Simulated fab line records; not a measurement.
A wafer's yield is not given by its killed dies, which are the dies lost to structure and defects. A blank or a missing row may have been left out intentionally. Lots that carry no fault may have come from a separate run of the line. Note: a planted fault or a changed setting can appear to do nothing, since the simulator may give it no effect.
Which tool was responsible? / flow n5_finfet / Sampling: 11 lots, 33 wafers, 2 of 1938 route steps

== WHAT THE GAUGES SHOWED, per wafer ==
N5_DUMMY_REMOVAL_INSPECT_06: inspects for defects (brightfield).
lot=L075; measured=day 4 03:11; on=defect_inspect-01; raw_defect_count=9 7 15
lot=L077; measured=day 4 15:43; on=defect_inspect-01; raw_defect_count=10 18 16
lot=L079; measured=day 5 04:26; on=defect_inspect-01; raw_defect_count=14 17 18
lot=L081; measured=day 5 16:35; on=defect_inspect-01; raw_defect_count=10 15 13
lot=L084; measured=day 6 18:02; on=defect_inspect-02; raw_defect_count=23 7 12
lot=L086; measured=day 7 04:26; on=defect_inspect-01; raw_defect_count=17 10 7
lot=L089; measured=day 7 16:34; on=defect_inspect-02; raw_defect_count=13 13 14
lot=L091; measured=day 8 03:24; on=defect_inspect-02; raw_defect_count=17 14 26
lot=L093; measured=day 8 16:40; on=defect_inspect-01; raw_defect_count=20 21 13
lot=L095; measured=day 9 05:31; on=defect_inspect-02; raw_defect_count=10 4 8
lot=L097; measured=day 9 16:07; on=defect_inspect-02; raw_defect_count=8 7 9

== EACH LOT AND THE TOOL THAT RAN IT (in order: tool; ch and the chambers of the sampled wafers; start) ==
lot=L075; N5_SDB_DESCUM_16=rie_diel-01 ch 0,1,2, day 3 22:45
lot=L077; N5_SDB_DESCUM_16=rie_diel-01 ch 0,2, day 4 11:35
lot=L079; N5_SDB_DESCUM_16=rie_diel-01 ch 1,2,3, day 5 00:20
lot=L081; N5_SDB_DESCUM_16=rie_diel-01 ch 0,1,2, day 5 12:07
lot=L084; N5_SDB_DESCUM_16=rie_diel-01 ch 1,3, day 6 13:58
lot=L086; N5_SDB_DESCUM_16=rie_diel-01 ch 0,1,3, day 6 23:51
lot=L089; N5_SDB_DESCUM_16=rie_diel-04 ch 0,1, day 7 12:28
lot=L091; N5_SDB_DESCUM_16=rie_diel-04 ch 0,1, day 7 23:13
lot=L093; N5_SDB_DESCUM_16=rie_diel-04 ch 0,2, day 8 11:14
lot=L095; N5_SDB_DESCUM_16=rie_diel-04 ch 0,3, day 9 01:16
lot=L097; N5_SDB_DESCUM_16=rie_diel-04 ch 0,1,2, day 9 12:01
- N5_SDB_DESCUM_16: chemistry O2, time 7.9 s.

== THE ANSWER, worked out from the rows above alone ==
Rule: what is usual is taken from the lots themselves. Put in order of their means at a reading, lots are off if they are a third of the lots or fewer, leave a main group of 4 or more, and stand apart from it by a gap of 3 or more times the standard deviation of the main group's means; of several such gaps the widest counts. A main group is skipped when, at the precision printed for the reading in the tables above, its means are all equal. A lot without any number at a reading at which 4 lots or more have one is off too. The other lots that the step has rows for count as sound.
None of the lots is off at any reading shown; this tells nothing.

== WHAT THE SIMULATOR PUT IN ==
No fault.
